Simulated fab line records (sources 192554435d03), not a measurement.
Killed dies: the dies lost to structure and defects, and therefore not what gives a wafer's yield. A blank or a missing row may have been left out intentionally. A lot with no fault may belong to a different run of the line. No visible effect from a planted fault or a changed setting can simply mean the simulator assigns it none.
8D (eight disciplines) problem report, filled in by code | flow n5-finfet | the parts of the form that need people (team, actions taken, sign-off) are left out

1. THE ISSUE
platen-rpm at N5_HKMG_FIN_CMP_23 reads a mean of 48.275 rpm on 6 wafers of 2 lots; wafers without a fault read 50.287 rpm with a standard deviation of 0.029. Relative to the usual mean, that is a shift of -69 standard deviations.
The step: polishes, stops on SiNx, t overpolish 10 s, target thk 46.326 nm.
First seen on wafer L696.4, day 5 16:09, on cmp-03. At this step, 27 wafers from 9 lots have a number in the record. Rule for "out", or "out of limits": more than 4 standard deviations from the usual mean. Any other wafer with a number is counted as sound.

2. WHAT IT IS AND WHAT IT IS NOT
question                    | is                     | is not
which readings at this step | platen-rpm             | motor-current-A, overpolish-run-s, time-to-endpoint-s
which lots                  | L696, L698             | L693, L694, L704, L705, L708, L711, L713
which wafers of those lots  | all that have a number | -
read on which tools         | cmp-03                 | cmp-02, cmp-04
when                        | from day 5 16:09       | up to then (6 sound wafers); but 15 sound wafers of L704, L705, L708, L711, L713 came after

3. THE SUSPECTS, EACH WITH WHAT RULES IT OUT
Counting: any tool at a process step up to the reading is kept as a suspect provided that every lot that is out went through it and no sound lot did after the first of them.
- plasma-asher-02 at N5_HKMG_FIN_STRIP_19 (strips in N2/H2, time 360 s): ruled out as a lasting fault. Sound lots L704, L705, L708, L711 ran on it after its first lot that is out, L696 (day 5 13:05).
- cmp-03 at N5_HKMG_FIN_CMP_23 (polishes, stops on SiNx, t overpolish 10 s, target thk 46.326 nm): ruled out as a lasting fault. Sound lots L708 ran on it after its first lot that is out, L696 (day 5 16:09).
Left after counting: nothing in the record.

4. THE CAUSE (what the simulator had put in)
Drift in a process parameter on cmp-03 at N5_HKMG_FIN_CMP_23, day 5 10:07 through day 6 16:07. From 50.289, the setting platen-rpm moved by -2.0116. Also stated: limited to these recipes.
Counting ruled it out, wrongly.

5. SEQUENCE OF EFFECTS, ordered by route
One row per reading whose mean, taken over the struck wafers that have a number, lies over 3 standard deviations from the usual. Only readings whose record carries a usual standard deviation are examined. hours: median over the lots of the time between each lot's start at the first step of this table that gives one and its start at this step. sigmas: the change, counted in usual standard deviations.
hours | step               | reading    | usual      | on struck wafers | change | sigmas
0     | N5_HKMG_FIN_CMP_23 | platen-rpm | 50.287 rpm | 48.275           | -2.012 | -69
It contains these process steps:
- N5_HKMG_FIN_CMP_23: polishes, stops on SiNx, t overpolish 10 s, target thk 46.326 nm.
At these later measuring or inspecting steps, every struck wafer for which the step has a row has a number for every such reading, and none has moved that far: N5_BEOL_M4_RC_MEAS_101.

6. HOW IT WOULD HAVE BEEN CAUGHT EARLIER
First out-of-limits reading in this record: day 5 16:09, which is 6 hours after fault onset at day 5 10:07.
